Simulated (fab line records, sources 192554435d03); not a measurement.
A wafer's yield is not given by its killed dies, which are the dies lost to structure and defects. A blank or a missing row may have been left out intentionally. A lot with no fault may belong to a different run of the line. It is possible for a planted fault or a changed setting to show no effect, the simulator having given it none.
A lot that was struck, set against a sound lot -- flow n5_finfet -- 39 out of 1938 route steps
Sound: wafers L827.1, L827.2, L827.4. Struck: wafers L843.4, L843.6. The cause comes at the end.
Per side, at each step with rows, come the tool, then ch with its chambers, and then its first start. Under that, the readings that differ: sound wafers -- struck wafers -- difference of the means -- sigmas: that difference in standard deviations of wafers without a fault.
alike: same words and numbers on both sides, and readings whose means sit less than 2 such deviations apart. not compared: any withheld reading, any reading some wafer has no value for, any bound like >300 that may hide the same value, and any number with overlapping values for which the record gives no deviation.
The two part at a step that has a row with sigmas, a row that says differs or no value, or rows on one side only. Numbers that don't overlap but have no deviation are shown without sigmas and don't part them. Lack of a reading on every wafer of one side parts them only where that side has two or more wafers.

first, 9 steps without rows for these wafers: N5_MOL_CONTACT_COAG_EXPOSE_05 (exposes mask CA, defocus 0 nm); N5_MOL_CONTACT_COAG_PEB_06 (peb time 60 s); N5_MOL_CONTACT_COAG_DEVELOP_07 (develop time 30 s); N5_MOL_CONTACT_COAG_DESCUM_13 (chemistry O2, time 7 s); N5_MOL_CONTACT_COAG_ETCH_59 (etches underlayer in N2/H2, target depth 13 nm, time 10.4 s); N5_MOL_CONTACT_COAG_ETCH_105 (etches SiARC in CF4, target depth 15.6 nm, time 26 s); N5_MOL_CONTACT_COAG_ETCH_106 (etches SOC in N2/H2, target depth 80 nm, overetch 16 nm, time 120 s); N5_MOL_CONTACT_COAG_STRIP_107 (strips in N2/H2); N5_MOL_CONTACT_COAG_STRIP_108 (strips in N2/H2).
N5_MOL_CONTACT_COAG_CONTACT_ETCH_14: etches SiO2 in C4F6/O2, target depth 27.5 nm, overetch 8.5 nm, time 20 s.
  sound on rie_diel-04 ch 0,2,3, day 5 13:25; struck on rie_diel-04 ch 0,1, day 9 09:10
reading,sound,struck,difference,sigmas
oes_product_au (a.u.),0.62 0.77 0.66,0.48 0.50,-0.19,-4
model.SOC_of_MOL_CONTACT_COAG_COAT_103.thk_nm (nm),78.4 78.6 78.2,79.2 79.4,+0.9,
  alike: drypump_motor_current_A, oes_f_703_au, rf_vpp_V, showerhead_plenum_p_Torr, throttle_valve_pct
  not compared: rf_hours_counter_h
then, 1 step without rows for these wafers: N5_MOL_CONTACT_COAG_STRIP_109 (strips in C4F6/O2).
N5_MOL_CONTACT_COAG_ETCH_15: etches SiNx in CH3F/O2, stops on Si:P, target depth 7 nm.
  sound on rie_diel-04 ch 0,2,3, day 5 13:26; struck on rie_diel-04 ch 0,1, day 9 09:11
reading,sound,struck,difference,sigmas
oes_product_au (a.u.),0.54 0.65 0.57,0.26 0.27,-0.32,-7
  alike: drypump_motor_current_A, oes_f_703_au, rf_vpp_V, showerhead_plenum_p_Torr, throttle_valve_pct
  not compared: rf_hours_counter_h
N5_MOL_CONTACT_COAG_ETCH_110: etches Si in CF4/O2, target depth 2.5 nm, time 8 s.
  sound on rie_diel-04 ch 0,2,3, day 5 13:30; struck on rie_diel-04 ch 0,1, day 9 09:15
reading,sound,struck,difference,sigmas
model.SOC_of_MOL_CONTACT_COAG_COAT_103.thk_nm (nm),73.6 73.6 73.4,74.4 74.6,+1.0,
  alike: drypump_motor_current_A, oes_f_703_au, oes_product_au, rf_vpp_V, showerhead_plenum_p_Torr, throttle_valve_pct
  not compared: rf_hours_counter_h
then, 1 step without rows for these wafers: N5_MOL_CONTACT_COAG_STRIP_98 (strips in N2/H2).
N5_MOL_CONTACT_COAG_CD_MEAS_99: the cd target is 17.2 nm.
  sound on cd_sem-01, day 5 13:37; struck on cd_sem-02, day 9 09:22
reading,sound,struck,difference,sigmas
cd_nm (nm),17.9 17.1 16.1,- -,no value on the struck wafers,
then, 21 steps without rows for these wafers: N5_MOL_CONTACT_COAG_IMPLANT_129; N5_MOL_CONTACT_COAG_PRECLEAN_111 (cleans in NF3:NH3, afs cycles 1, time 20 s, sublimation time 60 s); N5_MOL_CONTACT_COAG_TI_SIL_19 (material Ti, target thk 4.2 nm, time 15 s); N5_MOL_CONTACT_COAG_ALD_20 (deposits TiN, target thk 1.5 nm, pulse time 1 s, purge time 3 s); N5_MOL_CONTACT_COAG_SIL_ANNEAL_21 (time 60 s); N5_MOL_CONTACT_COAG_PRE_CLEAN_141 (time 60 s); N5_MOL_CONTACT_COAG_SPUTTER_143 (material Co, target thk 2.5 nm); N5_MOL_CONTACT_COAG_CO_FILL_22 (material Co, precursor CCTBA/H2, target thk 20 nm); N5_MOL_CONTACT_COAG_ANNEAL_113 (time 300 s); N5_MOL_CONTACT_COAG_PRE_CLEAN_142 (time 60 s); N5_MOL_CONTACT_COAG_SPUTTER_130 (material Co, target thk 47.5 nm); N5_MOL_CONTACT_COAG_PRECLEAN_125 (cleans in DIW, time 57.5 s); N5_MOL_CONTACT_COAG_SRD_126 (dry time 32 s); N5_MOL_CONTACT_COAG_CMP_23 (polishes, stops on SiO2, t overpolish 1.5 s, target thk 0 nm); N5_MOL_CONTACT_COAG_WET_ETCH_26 (target Co, target depth 13 nm); N5_MOL_CONTACT_COAG_WET_ETCH_116 (etches the open film in SC1-inhibited, target depth 4.6 nm, rinse time 30 s); N5_MOL_CONTACT_COAG_ALD_27 (deposits SiOC, target thk 17 nm, pulse time 1.5 s, time 2720 s); N5_MOL_CONTACT_COAG_CMP_28 (polishes, stops on SiNx, t overpolish 0.85 s, target thk 14.522 nm); N5_MOL_CONTACT_COAG_ALD_123 (deposits SiNx, target thk 5 nm, pulse time 1 s, purge time 2 s); N5_MOL_CONTACT_COAG_PECVD_31 (deposits SiO2 from TEOS/O2, target thk 46 nm, time 8.9 s); N5_MOL_CONTACT_COAG_COAT_75 (time 60 s, resist thk 60 nm).
N5_MOL_CONTACT_COAG_CD_MEAS_40: the cd target is 25.1 nm.
  sound on cd_sem-02 ch 0, day 6 02:49; struck on cd_sem-03 ch 0, day 9 20:03
reading,sound,struck,difference,sigmas
cd_nm (nm),25.05 25.22 25.38,- -,no value on the struck wafers,
N5_BEOL_M4_RC_MEAS_101:
  the record has rows for the sound wafers here (prober-01 ch 0, day 8 23:10) and none for the struck ones
-- the record jumps here: 8 days lie between the struck wafers' starts before and after (it left off in module BEOL_M4 and takes up again in module PASSIVATION, whose first step shown is number 1936 of the route) --
N5_PASSIVATION_PROBE_49:
  rows exist in the record for the struck wafers here (prober-02, day 17 20:28), but not for the sound ones

== WHERE THEY PART ==
Last at N5_PASSIVATION_PROBE_49 as far as this record goes, first at N5_MOL_CONTACT_COAG_CONTACT_ETCH_14.

WHY: the cause the simulator had injected
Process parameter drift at N5_MOL_CONTACT_COAG_CONTACT_ETCH_14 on rie_diel-04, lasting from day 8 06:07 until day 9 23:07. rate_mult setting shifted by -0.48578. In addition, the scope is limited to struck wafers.
